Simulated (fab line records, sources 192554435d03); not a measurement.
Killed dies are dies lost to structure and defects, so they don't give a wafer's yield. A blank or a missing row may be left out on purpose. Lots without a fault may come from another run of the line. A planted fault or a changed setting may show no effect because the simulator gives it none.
fab line records | flow n5_finfet
record lots=7 wafers=21 last_day=17
route steps=1938 shown BEOL_M2@897 BEOL_M4@1111 PASSIVATION@1936
lots that met no fault: from a run of the same line without faults
start_h: hours from the record's first day to the start of the lot's first wafer shown | wait_h: hours since the lot's step before | " the same as in the row above | L1.1+2: a row that stands for several wafers | - no value, or no start given | * or withheld: withheld | < > ~ a bound
route shown NAME@n: a module of which the file shows steps, and the number in the route of the first | usual: mean/standard deviation of fault-free wafers | same: alike in all rows | chamber/n: place in a boat | sites: the reading at each site | _std_site: their standard deviation | _edge_site: outer sites' mean less inner sites' | radius_mm: how far each site lies from the wafer's centre | mask NAME#n: copy n | behind: the tool/chamber that last shaped the wafer | hold: why the lot was held/for how many hours/how that ended | device: the transistor (n, p or np) that didn't switch | end of line: the same wafers' tests at the end of the route | a step without rows: its recipe alone | killed: dies lost to structure and defects at the first sort, not the wafer's yield | map: a wafer's dies, x killed, . not, _ none there
set.NAME: the setting as run; set.NAME@STEP: as run at that earlier step | model.NAME: the simulator's own value behind a step, which no gauge read
lots at some steps of the route; a table a step, a row a wafer
services: from which hour (start_h, from the record's first day; less than 0 if before it) a tool's chamber was out of use, for how many hours, and why
## steps
# step N5_BEOL_M2_SRD_43
# recipe time_s=30 temp_c=23 rinse_liquid=diw dry=ipa_marangoni
# step N5_BEOL_M2_CD_MEAS_35
# recipe target_cd_nm=18 target_cd_y_nm=22.2 polarity=opening
# usual cd_nm=18.03/0.26
# columns lot.wafer tool chamber start_h wait_h cd_nm
L501.4 cd_sem-03 - 166.23 0.0 18.11
L501.5 " - " " 18.30
L501.6 " - " " 17.23
L504.1 cd_sem-01 - 204.81 0.0 18.03
L504.3 " - " " 18.13
L504.6 " - " " 18.64
L512.2 cd_sem-01 - 230.01 0.0 18.26
L512.5 " - " " 18.56
L512.6 " - " " 17.77
L513.4 cd_sem-02 - 247.16 0.0 17.76
L513.5 " - " " 17.82
L513.6 " - " " 17.80
L515.2 cd_sem-02 - 252.73 0.0 17.85
L515.3 " - " " 18.18
L515.6 " - " " 17.74
L519.3 cd_sem-03 - 277.02 0.0 18.41
L519.4 " - " " 17.81
L519.5 " - " " 18.19
L520.3 cd_sem-02 - 277.29 0.0 17.41
L520.5 " - " " 18.02
L520.6 " - " " 17.96
# step N5_BEOL_M2_DEGAS_44
# recipe ambient=vacuum temp_c=250 time_s=60
# usual heater_power_w=327/23
# columns lot.wafer tool chamber start_h wait_h heater_power_w
L501.4 pvd_sputter-01 - 166.43 0.2 307
L501.5 " - " " 320
L501.6 " - " " 269
L504.1 pvd_sputter-03 - 205.11 0.3 351
L504.3 " - " " 348
L504.6 " - " " 357
L512.2 pvd_sputter-03 - 230.10 0.1 346
L512.5 " - " " 279
L512.6 " - " " 322
L513.4 pvd_sputter-02 - 247.31 0.1 343
L513.5 " - " " 331
L513.6 " - " " 343
L515.2 pvd_sputter-02 - 252.89 0.2 312
L515.3 " - " " 345
L515.6 " - " " 336
L519.3 pvd_sputter-03 - 277.20 0.2 282
L519.4 " - " " 349
L519.5 " - " " 318
L520.3 pvd_sputter-02 - 277.33 0.0 327
L520.5 " - " " 349
L520.6 " - " " 338
# step N5_BEOL_M2_PRE_CLEAN_45
# recipe gas=H2/He time_s=30 temp_c=250
# step N5_BEOL_M2_ALD_84
# recipe material=TaN target_thk_a=* temp_c=275 ald_precursor_family=PDMAT ald_co_reactant=NH3 pressure_torr=3 carrier_flow_sccm=1500 pulse_time_s=2 purge_time_s=3 co_reactant_purge_time_s=2 co_reactant_pulse_time_s=3 ald_cycles=30 precursor_vessel_temp_c=75 precursor_vessel_pressure_torr=26.25 precursor_vessel_carrier_sccm=1000
# usual heater_power_w=428/42
# same co_reactant_pulse_time_s=3 co_reactant_purge_time_s=2
# columns lot.wafer tool chamber start_h wait_h heater_power_w
L501.4 ald_metal-01 3 166.51 0.0 399
L501.5 " 0 " " 471
L501.6 " 3 " " 389
L504.1 ald_metal-03 2 205.22 0.1 401
L504.3 " 3 " " 480
L504.6 " 3 " " 481
L512.2 ald_metal-01 3 230.23 0.1 390
L512.5 " 1 " " 455
L512.6 " 2 " " 443
L513.4 ald_metal-03 3 247.41 0.0 477
L513.5 " 3 " " 474
L513.6 " 0 " " 371
L515.2 ald_metal-01 0 252.99 0.0 452
L515.3 " 3 " " 384
L515.6 " 3 " " 395
L519.3 ald_metal-03 3 277.32 0.1 488
L519.4 " 2 " " 382
L519.5 " 0 " " 362
L520.3 ald_metal-01 2 277.43 0.0 451
L520.5 " 0 " " 463
L520.6 " 1 " " 458
# step N5_BEOL_M2_SURFACE_TREAT_85
# recipe gas=Ar time_s=* ion_energy_ev=* ion_current_ma_cm2=0.5 pressure_mtorr=* ar_flow_sccm=30
# usual throttle_valve_pct=*
# columns lot.wafer tool chamber start_h wait_h throttle_valve_pct
L501.4 pvd_sputter-01 - 166.83 0.2 *
L501.5 " - " " *
L501.6 " - " " *
L504.1 pvd_sputter-03 - 205.61 0.3 *
L504.3 " - " " *
L504.6 " - " " *
L512.2 pvd_sputter-03 - 230.47 0.1 *
L512.5 " - " " *
L512.6 " - " " *
L513.4 pvd_sputter-01 - 247.63 0.1 *
L513.5 " - " " *
L513.6 " - " " *
L515.2 pvd_sputter-01 - 253.22 0.1 *
L515.3 " - " " *
L515.6 " - " " *
L519.3 pvd_sputter-03 - 277.58 0.2 *
L519.4 " - " " *
L519.5 " - " " *
L520.3 pvd_sputter-03 - 277.67 0.1 *
L520.5 " - " " *
L520.6 " - " " *
# step N5_BEOL_M2_CVD_47
# recipe material=Co target_thk_a=30 temp_c=withheld precursor=CCTBA/H2 pressure_torr=30 time_s=223.8
# step N5_BEOL_M2_SPUTTER_48
# recipe material=Cu target_thk_a=45 temp_c=-20 chamber_pressure_pa=0.07 power_w=withheld time_s=8.29
# step N5_BEOL_M2_ANNEAL_49
# recipe temp_c=400 time_s=240 ambient=vacuum
# usual heater_power_w=806/67 susceptor_temp_C=400.00/0.23
# columns lot.wafer tool chamber start_h wait_h heater_power_w susceptor_temp_C
L501.4 pvd_sputter-03 - 167.52 0.0 853 399.87
L501.5 " - " " 823 400.23
L501.6 " - " " 855 400.22
L504.1 pvd_sputter-02 - 205.94 0.0 811 400.06
L504.3 " - " " 856 400.29
L504.6 " - " " 853 400.11
L512.2 pvd_sputter-01 - 231.30 0.0 790 399.78
L512.5 " - " " 873 400.05
L512.6 " - " " 804 400.09
L513.4 pvd_sputter-01 - 247.93 0.0 659 399.63
L513.5 " - " " 672 399.66
L513.6 " - " " 805 400.07
L515.2 pvd_sputter-02 - 253.52 0.0 847 400.09
L515.3 " - " " 803 400.19
L515.6 " - " " 841 399.94
L519.3 pvd_sputter-02 - 277.91 0.0 856 400.12
L519.4 " - " " 870 400.44
L519.5 " - " " 864 400.33
L520.3 pvd_sputter-01 - 279.45 0.0 870 399.95
L520.5 " - " " 866 399.63
L520.6 " - " " 792 399.75
# step N5_BEOL_M2_SPUTTER_79
# recipe material=Cu target_thk_a=45 temp_c=-20 chamber_pressure_pa=0.07 power_w=withheld time_s=8.29
# usual chamber_pressure_pa=0.07/0.00014 chuck_gas_flow_sccm=1.27/0.046 throttle_valve_pct=29.7/1
# columns lot.wafer tool chamber start_h wait_h chamber_pressure_pa chuck_gas_flow_sccm throttle_valve_pct
L501.4 pvd_sputter-03 - 167.66 0.1 0.06999 1.19 27.8
L501.5 " - " " 0.07017 1.28 28.9
L501.6 " - " " 0.07025 1.30 31.2
L504.1 pvd_sputter-02 - 206.08 0.1 0.06999 1.25 28.6
L504.3 " - " " 0.06988 1.28 28.5
L504.6 " - " " 0.06986 1.24 30.1
L512.2 pvd_sputter-01 - 231.44 0.1 0.0701 1.27 28.7
L512.5 " - " " 0.06989 1.27 30.8
L512.6 " - " " 0.07004 1.23 31.0
L513.4 pvd_sputter-01 - 248.07 0.1 0.07016 1.30 29.8
L513.5 " - " " 0.07002 1.23 30.1
L513.6 " - " " 0.07004 1.39 31.1
L515.2 pvd_sputter-02 - 253.66 0.1 0.07015 1.27 30.1
L515.3 " - " " 0.07011 1.31 29.0
L515.6 " - " " 0.07001 1.32 30.1
L519.3 pvd_sputter-02 - 278.05 0.1 0.07015 1.31 29.8
L519.4 " - " " 0.06995 1.23 28.5
L519.5 " - " " 0.0699 1.25 28.3
L520.3 pvd_sputter-01 - 281.19 1.7 0.06997 1.24 30.9
L520.5 " - " " 0.06981 1.33 30.7
L520.6 " - " " 0.0699 1.25 29.0
# step N5_BEOL_M2_ANNEAL_80
# recipe temp_c=400 time_s=240 ambient=vacuum
# step N5_BEOL_M2_SPUTTER_81
# recipe material=Cu target_thk_a=45 temp_c=-20 chamber_pressure_pa=0.07 power_w=withheld time_s=8.29
# step N5_BEOL_M2_ANNEAL_82
# recipe temp_c=400 time_s=240 ambient=vacuum
# usual heater_power_w=808/68 susceptor_temp_C=400.02/0.22
# columns lot.wafer tool chamber start_h wait_h heater_power_w susceptor_temp_C
L501.4 pvd_sputter-03 - 167.96 0.0 852 400.34
L501.5 " - " " 773 399.97
L501.6 " - " " 866 400.13
L504.1 pvd_sputter-02 - 206.38 0.0 821 399.99
L504.3 " - " " 869 400.18
L504.6 " - " " 842 400.23
L512.2 pvd_sputter-01 - 231.74 0.0 - -
L512.5 " - " " - -
L512.6 " - " " - -
L513.4 pvd_sputter-01 - 248.37 0.0 - -
L513.5 " - " " - -
L513.6 " - " " - -
L515.2 pvd_sputter-02 - 253.96 0.0 - -
L515.3 " - " " - -
L515.6 " - " " - -
L519.3 pvd_sputter-02 - 278.35 0.0 875 400.02
L519.4 " - " " 857 400.00
L519.5 " - " " 866 400.05
L520.3 pvd_sputter-01 - 281.49 0.0 863 400.28
L520.5 " - " " 865 399.93
L520.6 " - " " 813 399.94
# step N5_BEOL_M2_SPUTTER_86
# recipe material=Cu target_thk_a=45 temp_c=-20 chamber_pressure_pa=0.07 power_w=withheld time_s=8.29
# step N5_BEOL_M4_RC_MEAS_101
# usual DIBL_N=36.3/1.2 DIBL_P=36.7/1.5 IOFF_N=0.164/0.02 IOFF_P=0.214/0.024 ION_N=673/8.5 ION_P=461/5.9 SS_N=71.6/0.44 SS_P=73.3/0.55 VT_N=249.4/2.4 VT_P=-250.0/2.3
# columns lot.wafer tool chamber start_h wait_h DIBL_N[mV/V] DIBL_P[mV/V] IOFF_N[nA/um] IOFF_P[nA/um] ION_N[uA/um] ION_P[uA/um] SS_N[mV/dec] SS_P[mV/dec] VT_N[mV] VT_P[mV]
L501.4 prober-01 0 189.46 0.5 33.7 33.1 0.113 0.149 659 450 71.1 72.2 256.6 -254.5
L501.5 " 0 " " 36.2 36.5 0.157 0.192 671 459 71.8 72.8 252.7 -252.7
L501.6 " 0 " " 36.8 36.6 0.163 0.192 671 454 71.8 73.9 252.7 -250.6
L504.1 prober-02 0 225.24 0.0 36.0 37.4 0.166 0.229 679 463 72.2 74.2 249.7 -249.9
L504.3 " 0 " " 35.3 35.4 0.146 0.194 658 452 71.1 73.0 253.7 -250.4
L504.6 " 0 " " 35.4 36.6 0.150 0.206 672 463 71.9 73.8 250.6 -251.1
L512.2 prober-02 0 260.07 0.2 35.0 35.8 0.133 0.198 669 465 71.0 72.8 254.1 -248.2
L512.5 " 0 " " 35.2 35.6 0.134 0.196 664 460 70.6 72.4 251.3 -249.8
L512.6 " 0 " " 37.1 38.4 0.170 0.239 672 465 72.0 74.3 252.0 -244.9
L513.4 prober-02 0 269.64 0.5 35.1 35.0 0.141 0.202 673 470 71.4 73.9 250.7 -248.7
L513.5 " 0 " " 36.4 36.7 0.170 0.235 684 469 71.8 73.5 247.5 -247.0
L513.6 " 0 " " 36.2 35.9 0.164 0.214 674 464 71.7 73.3 249.1 -249.4
L515.2 prober-01 0 281.12 0.2 35.2 37.4 0.164 0.210 682 464 71.4 72.5 247.2 -249.2
L515.3 " 0 " " 33.8 35.5 0.130 0.181 660 456 71.2 71.9 252.8 -249.8
L515.6 " 0 " " 34.3 36.2 0.150 0.189 668 453 71.1 72.4 249.9 -252.0
L519.3 prober-02 0 303.10 0.3 37.8 37.9 0.176 0.228 681 468 71.1 72.6 248.3 -247.1
L519.4 " 0 " " 37.9 38.0 0.180 0.226 679 464 72.1 73.4 246.9 -251.0
L519.5 " 0 " " 38.6 39.1 0.198 0.242 687 467 72.2 73.1 246.9 -250.7
L520.3 prober-02 0 307.49 0.3 37.3 39.5 0.178 0.237 679 466 71.8 73.9 250.1 -250.4
L520.5 " 0 " " 38.1 40.5 0.196 0.242 682 467 72.0 74.5 247.9 -249.3
L520.6 " 0 " " 36.9 39.9 0.183 0.241 688 469 71.3 73.9 247.6 -249.9
# step N5_PASSIVATION_PROBE_49
# usual defect_limited_yield=91.2/1.5 killed_at_M0_to_M3=35/11 killed_at_M4_up=13/5.6 killed_at_contacts=13/6.3 killed_at_front_end=38/12 killed_at_other=3.7/2.9 killed_dies=104/18 killed_on_rim=14/3.8 killed_open=69/13 killed_short=34/8.3 sort_bin_5_function=5.2/0.95 sort_bin_6_memory=3.3/0.68 sort_n_pass=1076/18 sort_yield_pct=91.2/1.5
# same gross_dies=1180 killed_at_back_side=0 sort_bin_4_leakage[%]=0 sort_bin_8_speed[%]=0
# columns lot.wafer tool chamber start_h wait_h defect_limited_yield[%] killed_at_M0_to_M3 killed_at_M4_up killed_at_contacts killed_at_front_end killed_at_other killed_dies killed_on_rim killed_open killed_short sort_bin_5_function[%] sort_bin_6_memory[%] sort_n_pass sort_yield_pct[%]
L501.4 prober-01 - 283.71 0.2 91.5 27 27 10 34 2 100 12 76 20 5.1 3.1 1080 91.5
L501.5 prober-01 - 283.76 0.2 90.3 25 35 11 34 9 114 16 75 39 5.5 4.0 1066 90.3
L501.6 prober-01 - 283.81 0.3 90.8 37 16 7 41 7 108 11 71 37 5.6 3.2 1072 90.8
L504.1 prober-02 - 332.95 0.0 89.6 47 16 12 44 4 123 18 73 48 6.0 3.9 1057 89.6
L504.3 prober-02 - 333.05 0.1 91.5 50 4 7 37 2 100 14 67 30 4.8 3.5 1080 91.5
L504.6 prober-02 - 333.20 0.3 90.5 39 10 7 50 6 112 15 62 49 5.2 3.4 1068 90.5
L513.4 prober-01 - 378.79 0.2 90.8 32 10 15 49 2 108 14 78 30 4.6 4.3 1072 90.8
L513.5 prober-01 - 378.84 0.2 91.8 28 9 18 41 1 97 14 61 35 4.7 3.3 1083 91.8
L513.6 prober-01 - 378.89 0.3 92.1 28 5 20 39 1 93 11 63 30 4.7 2.8 1087 92.1
L519.3 prober-02 - 410.89 0.1 90.1 27 22 19 46 3 117 20 83 34 5.7 4.0 1063 90.1
L519.4 prober-02 - 410.94 0.2 87.9 51 11 14 59 8 143 17 91 47 6.9 4.7 1037 87.9
L519.5 prober-02 - 410.99 0.2 90.4 25 10 7 62 9 113 22 67 44 5.8 3.4 1067 90.4
L520.3 prober-01 - 411.96 0.1 92.4 23 12 22 27 6 90 10 63 27 4.3 3.1 1090 92.4
L520.5 prober-01 - 412.06 0.2 92.9 26 12 14 30 2 84 8 61 22 4.2 2.7 1096 92.9
L520.6 prober-01 - 412.11 0.3 92.8 22 11 23 28 1 85 17 56 26 4.4 2.6 1095 92.8
# killed by level:class
L501.4 STI_FIN_REVEAL:geometric_particle:open=21 BEOL_M4:geometric_particle:open=16 MOL_CONTACT_COAG:geometric_particle:open=7 BEOL_M3:geometric_particle:open=7 BEOL_M0_SAQP:geometric_particle:short=5 FIN_SAQP:geometric_particle:open=4 FIN_SAQP:geometric_particle:short=4 MOL_CONTACT_COAG:geometric_particle:short=3
L501.5 BEOL_M4:geometric_particle:open=15 MOL_CONTACT_COAG:geometric_particle:open=11 GATE_CUT:geometric_particle:short=10 STI_FIN_REVEAL:geometric_particle:open=8 BEOL_M3:geometric_particle:open=8 BEOL_M7:geometric_particle:open=7 BEOL_M0_SAQP:geometric_particle:open=5 BEOL_M4:geometric_particle:short=5
L501.6 STI_FIN_REVEAL:geometric_particle:open=14 BEOL_M2:geometric_particle:open=10 BEOL_M1:geometric_particle:open=10 GATE_CUT:geometric_particle:short=9 MOL_CONTACT_COAG:geometric_particle:open=7 BEOL_M4:geometric_particle:open=7 BEOL_M3:geometric_particle:open=6 BEOL_M4:geometric_particle:short=6
L504.1 FIN_SAQP:geometric_particle:short=18 BEOL_M1:geometric_particle:open=14 BEOL_M0_SAQP:geometric_particle:open=12 MOL_CONTACT_COAG:geometric_particle:open=8 BEOL_M2:geometric_particle:open=8 STI_FIN_REVEAL:geometric_particle:open=6 FIN_SAQP:geometric_particle:open=5 MOL_CONTACT_COAG:geometric_particle:short=4
L504.3 BEOL_M2:geometric_particle:open=17 BEOL_M3:geometric_particle:open=11 DUMMY_GATE:geometric_particle:open=9 STI_FIN_REVEAL:geometric_particle:open=8 BEOL_M1:geometric_particle:open=6 FIN_SAQP:geometric_particle:short=5 MOL_CONTACT_COAG:geometric_particle:open=5 BEOL_M3:geometric_particle:short=4
L504.6 FIN_SAQP:geometric_particle:short=16 FIN_SAQP:geometric_particle:open=14 BEOL_M0_SAQP:geometric_particle:short=9 BEOL_M3:geometric_particle:open=7 BEOL_M0_SAQP:geometric_particle:open=7 BEOL_M2:geometric_particle:open=6 STARTING-WAFER:geometric_particle:open=5 STI_FIN_REVEAL:geometric_particle:open=4
L513.4 FIN_SAQP:geometric_particle:open=15 MOL_CONTACT_COAG:geometric_particle:open=14 FIN_SAQP:geometric_particle:short=9 BEOL_M0_SAQP:geometric_particle:short=7 BEOL_M3:geometric_particle:open=7 BEOL_M4:geometric_particle:open=7 ILD0:geometric_particle:open=6 BEOL_M0_SAQP:geometric_particle:open=5
L513.5 MOL_CONTACT_COAG:geometric_particle:open=15 FIN_SAQP:geometric_particle:short=13 FIN_SAQP:geometric_particle:open=9 BEOL_M2:geometric_particle:open=6 BEOL_M0_SAQP:geometric_particle:short=5 BEOL_M0_SAQP:geometric_particle:open=4 BEOL_M3:geometric_particle:open=4 STARTING-WAFER:geometric_particle:open=4
L513.6 MOL_CONTACT_COAG:geometric_particle:open=15 FIN_SAQP:geometric_particle:open=10 BEOL_M3:geometric_particle:open=9 BEOL_M2:geometric_particle:open=8 FIN_SAQP:geometric_particle:short=6 GATE_CUT:geometric_particle:short=6 MOL_CONTACT_COAG:geometric_particle:short=5 BEOL_M0_SAQP:geometric_particle:short=5
L519.3 MOL_CONTACT_COAG:geometric_particle:open=18 FIN_SAQP:geometric_particle:open=14 BEOL_M0_SAQP:geometric_particle:open=13 BEOL_M4:geometric_particle:open=10 FIN_SAQP:geometric_particle:short=9 BEOL_M0_SAQP:geometric_particle:short=6 BEOL_M5:geometric_particle:open=5 STARTING-WAFER:geometric_particle:open=4
L519.4 BEOL_M0_SAQP:geometric_particle:short=18 FIN_SAQP:geometric_particle:open=17 BEOL_M0_SAQP:geometric_particle:open=16 STI_FIN_REVEAL:geometric_particle:open=15 FIN_SAQP:geometric_particle:short=12 MOL_CONTACT_COAG:geometric_particle:open=11 BEOL_M1:geometric_particle:open=9 BEOL_M4:geometric_particle:open=6
L519.5 FIN_SAQP:geometric_particle:open=18 FIN_SAQP:geometric_particle:short=18 STI_FIN_REVEAL:geometric_particle:open=13 BEOL_M1:geometric_particle:open=10 MOL_CONTACT_COAG:geometric_particle:open=6 BEOL_M0_SAQP:geometric_particle:short=6 BEOL_M4:geometric_particle:open=6 GATE_CUT:geometric_particle:short=4
L520.3 MOL_CONTACT_COAG:geometric_particle:open=19 STI_FIN_REVEAL:geometric_particle:open=7 BEOL_M0_SAQP:geometric_particle:short=7 BEOL_M2:geometric_particle:open=6 FIN_SAQP:geometric_particle:short=4 BEOL_M0_SAQP:geometric_particle:open=4 BEOL_M7:geometric_particle:open=4 STARTING-WAFER:geometric_particle:open=4
L520.5 BEOL_M2:geometric_particle:open=15 MOL_CONTACT_COAG:geometric_particle:open=11 FIN_SAQP:geometric_particle:open=8 BEOL_M4:geometric_particle:open=6 BEOL_M0_SAQP:geometric_particle:short=4 STI_FIN_REVEAL:geometric_particle:short=3 STI_FIN_REVEAL:geometric_particle:open=3 GATE_CUT:geometric_particle:open=3
L520.6 MOL_CONTACT_COAG:geometric_particle:open=19 STI_FIN_REVEAL:geometric_particle:open=8 FIN_SAQP:geometric_particle:short=6 BEOL_M2:geometric_particle:open=5 MOL_CONTACT_COAG:geometric_particle:short=4 BEOL_M0_SAQP:geometric_particle:short=4 BEOL_M7:geometric_particle:open=4 FIN_SAQP:geometric_particle:open=3
## services
# columns tool chamber start_h hours kind
ald_metal-01 1 155.90 6.0 repair
ald_metal-03 1 160.26 65.4 repair
ald_metal-03 1 231.04 5.1 repair
ald_metal-01 3 266.96 2.9 repair
## key
first_sign step=N5_BEOL_M2_ANNEAL_82 reading=tool_record direction=missing
effect none on later readings
met_at N5_BEOL_M2_ANNEAL_82
struck_wafers L512.2,L512.5,L512.6,L513.4,L513.5,L513.6,L515.2,L515.3,L515.6
onset_between 206.38 231.74
fault kind=skipped_step_whole tool=pvd_sputter-01,pvd_sputter-02 chamber=- onset_h=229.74 steps=N5_BEOL_M2_ANNEAL_82 scope=struck_lots_only
